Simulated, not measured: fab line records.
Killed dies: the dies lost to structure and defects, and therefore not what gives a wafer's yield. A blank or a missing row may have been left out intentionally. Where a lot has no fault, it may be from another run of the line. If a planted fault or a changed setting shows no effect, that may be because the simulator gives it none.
Split-lot study || flow n5-finfet || on a route of 1938 steps: 7 lots, 21 wafers read

SPLIT DETAILS
At N5_PASSIVATION_PASS_ETCH_47 (etches SiNx in CF4/O2, target depth 770 nm, time 385 s), the setting source-w was moved away from the recipe's 535 W on 5 of the 21 wafers read, by +9.5% to +17.1%. The other wafers ran this setting at the recipe's value.

The split's own step is where the reading is taken.

THE READING
etch.depth-nm (the simulator's own value, which no gauge read), in nm, at N5_PASSIVATION_PASS_ETCH_47 (etches SiNx in CF4/O2, target depth 770 nm, time 385 s). The file gives no usual value for it. Here, 16 wafers ran the recipe; their average is 769.7 nm with a standard deviation of 13 nm.

{"wafer": "L075.3", "tool, chamber at the split": "rie-diel-03, 3", "source-w as run, W": 535, "against the recipe": "recipe", "etch.depth-nm, nm": 773, "against lot-mates on the recipe": "-"}
{"wafer": "L075.4", "tool, chamber at the split": "rie-diel-03, 1", "source-w as run, W": 535, "against the recipe": "recipe", "etch.depth-nm, nm": 762.2, "against lot-mates on the recipe": "-"}
{"wafer": "L075.5", "tool, chamber at the split": "rie-diel-03, 2", "source-w as run, W": 535, "against the recipe": "recipe", "etch.depth-nm, nm": 745.1, "against lot-mates on the recipe": "-"}
{"wafer": "L076.1", "tool, chamber at the split": "rie-diel-04, 3", "source-w as run, W": 535, "against the recipe": "recipe", "etch.depth-nm, nm": 785, "against lot-mates on the recipe": "-"}
{"wafer": "L076.4", "tool, chamber at the split": "rie-diel-04, 0", "source-w as run, W": 535, "against the recipe": "recipe", "etch.depth-nm, nm": 789.2, "against lot-mates on the recipe": "-"}
{"wafer": "L076.6", "tool, chamber at the split": "rie-diel-04, 2", "source-w as run, W": 535, "against the recipe": "recipe", "etch.depth-nm, nm": 756.9, "against lot-mates on the recipe": "-"}
{"wafer": "L077.2", "tool, chamber at the split": "rie-diel-03, 3", "source-w as run, W": 535, "against the recipe": "recipe", "etch.depth-nm, nm": 770, "against lot-mates on the recipe": "-"}
{"wafer": "L077.3", "tool, chamber at the split": "rie-diel-03, 0", "source-w as run, W": 535, "against the recipe": "recipe", "etch.depth-nm, nm": 768, "against lot-mates on the recipe": "-"}
{"wafer": "L077.6", "tool, chamber at the split": "rie-diel-03, 0", "source-w as run, W": 535, "against the recipe": "recipe", "etch.depth-nm, nm": 758.5, "against lot-mates on the recipe": "-"}
{"wafer": "L078.1", "tool, chamber at the split": "rie-diel-03, 0", "source-w as run, W": 535, "against the recipe": "recipe", "etch.depth-nm, nm": 769.2, "against lot-mates on the recipe": "-"}
{"wafer": "L078.3", "tool, chamber at the split": "rie-diel-03, 3", "source-w as run, W": 590.9, "against the recipe": "+10.4%", "etch.depth-nm, nm": 843.2, "against lot-mates on the recipe": "+74.0"}
{"wafer": "L078.5", "tool, chamber at the split": "rie-diel-03, 0", "source-w as run, W": 590.9, "against the recipe": "+10.4%", "etch.depth-nm, nm": 838.4, "against lot-mates on the recipe": "+69.2"}
{"wafer": "L082.1", "tool, chamber at the split": "rie-diel-05, 2", "source-w as run, W": 535, "against the recipe": "recipe", "etch.depth-nm, nm": 773.5, "against lot-mates on the recipe": "-"}
{"wafer": "L082.3", "tool, chamber at the split": "rie-diel-05, 0", "source-w as run, W": 535, "against the recipe": "recipe", "etch.depth-nm, nm": 751.6, "against lot-mates on the recipe": "-"}
{"wafer": "L082.5", "tool, chamber at the split": "rie-diel-05, 3", "source-w as run, W": 535, "against the recipe": "recipe", "etch.depth-nm, nm": 794.2, "against lot-mates on the recipe": "-"}
{"wafer": "L089.2", "tool, chamber at the split": "rie-diel-05, 0", "source-w as run, W": 585.6, "against the recipe": "+9.5%", "etch.depth-nm, nm": 816.6, "against lot-mates on the recipe": "+47.9"}
{"wafer": "L089.4", "tool, chamber at the split": "rie-diel-05, 2", "source-w as run, W": 535, "against the recipe": "recipe", "etch.depth-nm, nm": 772.8, "against lot-mates on the recipe": "-"}
{"wafer": "L089.6", "tool, chamber at the split": "rie-diel-05, 1", "source-w as run, W": 535, "against the recipe": "recipe", "etch.depth-nm, nm": 764.6, "against lot-mates on the recipe": "-"}
{"wafer": "L090.2", "tool, chamber at the split": "rie-diel-04, 1", "source-w as run, W": 626.3, "against the recipe": "+17.1%", "etch.depth-nm, nm": 890.4, "against lot-mates on the recipe": "+108.9"}
{"wafer": "L090.5", "tool, chamber at the split": "rie-diel-04, 3", "source-w as run, W": 626.3, "against the recipe": "+17.1%", "etch.depth-nm, nm": 904.1, "against lot-mates on the recipe": "+122.6"}
{"wafer": "L090.6", "tool, chamber at the split": "rie-diel-04, 1", "source-w as run, W": 535, "against the recipe": "recipe", "etch.depth-nm, nm": 781.5, "against lot-mates on the recipe": "-"}

FIT RESULTS
A straight line over all 21 wafers: etch.depth-nm changes by +7.11 nm for each +1% of source-w; r = +0.96; the points scatter about the line by 13 nm.
The same after taking each lot's own level away (the mean of its wafers on the recipe; 21 wafers): +6.65 nm for each +1%; r = +0.96; scatter 11 nm.
The reading moves by 1.1e+02 nm for the largest change in source-w, on that fit.
From 760.10 to 781.50 nm: that is the span of the lots' own levels, equal to 1.6 times the standard deviation above.
So the lot-to-lot level changes the slope little: the two slopes agree.
Check: with one of the wafers moved furthest among these (+17.1%) left out of the fit, the line predicts +115 nm for it against its lot-mates. Against them it came out at +109 nm.

FURTHER SPLITS ON THESE WAFERS
Before the reading, these wafers also passed through other splits. Each is held against what the fit with the lots' levels taken away leaves over:
{"other split on the same wafers": "N5_BEOL_M13_EXPOSE_25 dose-mj", "wafers away from the commonest value": 7, "r with etch.depth-nm (lot level and that fit taken away)": -0.02}
{"other split on the same wafers": "N5_BEOL_M13_ETCH_67 bias-w", "wafers away from the commonest value": 8, "r with etch.depth-nm (lot level and that fit taken away)": "+0.20"}
{"other split on the same wafers": "N5_BEOL_M14_TRENCH_ETCH_34 time-s", "wafers away from the commonest value": 9, "r with etch.depth-nm (lot level and that fit taken away)": "+0.21"}
{"other split on the same wafers": "N5_BEOL_M14_SPUTTER_43 power-w", "wafers away from the commonest value": 9, "r with etch.depth-nm (lot level and that fit taken away)": "+0.30"}
{"other split on the same wafers": "N5_MIM_BOT_SPUTTER_00 time-s", "wafers away from the commonest value": 7, "r with etch.depth-nm (lot level and that fit taken away)": -0.09}
{"other split on the same wafers": "N5_MIM_TOP_LITHO_DEVELOP_07 develop-time-s", "wafers away from the commonest value": 5, "r with etch.depth-nm (lot level and that fit taken away)": -0.22}

THE FILE'S OWN FIT
etch.depth-nm changes by +6.48 nm for each +1% of source-w, r = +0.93.
